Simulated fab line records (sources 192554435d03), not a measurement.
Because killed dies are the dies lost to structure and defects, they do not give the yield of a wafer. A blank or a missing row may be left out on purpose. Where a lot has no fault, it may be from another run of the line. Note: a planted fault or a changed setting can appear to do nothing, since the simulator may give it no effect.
2 desks, one fault -- flow n5_finfet -- each desk holds nothing but its own numbers, with what lay behind them at the end

FROM THE METROLOGY DESK
What the gauges read for every lot (on any tool): the sampled wafers with a number, averaged. Marked OUT: a lot whose mean sits more than 4 standard deviations from the usual mean, which makes it out of limits; the brackets give that distance.
Columns: A = cd_nm at N5_BEOL_M12_CD_MEAS_28, usual 160.2 nm; B = M12_OVL at N5_BEOL_M12_OVL_MEAS_29, usual 1 nm
lot,first seen here,A,B
L423,day 11 13:59,160.6,1
L425,day 12 07:37,160.7,8
L426,day 12 07:49,159.1,-0
L430,day 12 19:10,160.9,-0
L431,day 13 04:11,160.3,-1
L433,day 13 12:10,161.8,-5
L432,day 13 20:27,157.7,-4
L435,day 13 23:14,160.0,-6
L434,day 14 04:51,157.7,-4
L436,day 15 00:00,160.0,2
L442,day 15 21:56,161.4,-2
L445,day 17 01:40,162.0,4
This desk found nothing out of limits on any of the 12 lots.

TOOL OWNER'S DESK, pvd_sputter-03
The tool's own readings at N5_BEOL_M12_SPUTTER_43 (material TaN, target thk 15 nm, time 24.19 s): means of the sampled wafers that have a number, for each lot that ran on this tool. Marked OUT: a lot whose mean sits more than 4 standard deviations from the usual mean, which makes it out of limits; the brackets give that distance.
Columns: A = cathode_dc_power_W at N5_BEOL_M12_SPUTTER_43, usual 15000 W; B = chamber_pressure_pa at N5_BEOL_M12_SPUTTER_43, usual 0.11998 Pa; C = throttle_valve_pct at N5_BEOL_M12_SPUTTER_43, usual 30.1 %
lot,first seen here,A,B,C
L423,day 11 20:33,15001,0.11982,29.7
L430,day 12 21:09,15001,0.11998,30.7
L431,day 13 06:05,15000,0.12003,30.2
L433,day 13 17:12,14997,0.12008,30.4
L435,day 14 03:37,14999,0.11998,31.0
L436,day 15 02:16,15001,0.12006,30.5
L442,day 16 05:40,15847 (+99 or more) OUT,0.11996,29.5
L445,day 17 04:38,15848 (+99 or more) OUT,0.12007,30.2
This desk finds L442, L445 out of limits, L442 being first, at day 16 05:40 (cathode_dc_power_W at N5_BEOL_M12_SPUTTER_43). L423, L430, L431, L433, L435, L436: within limits.

ALL TOGETHER
The tool owner's desk had the chance to raise an alarm at day 16 05:40 on L442, L445.
From the metrology desk's view, nothing was out of limits.
The metrology desk has L442, L445 on record, within its limits.
All the named lots went through N5_BEOL_M12_SPUTTER_43 on pvd_sputter-03.

WHAT THE SIMULATOR HAD INSERTED
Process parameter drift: pvd_sputter-03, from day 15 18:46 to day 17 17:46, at N5_BEOL_M12_SPUTTER_43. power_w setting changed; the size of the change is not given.
Lots struck among those shown: L442, L445.
Hours from the fault's start to each desk's first reading out of limits: the tool owner's desk, 11.
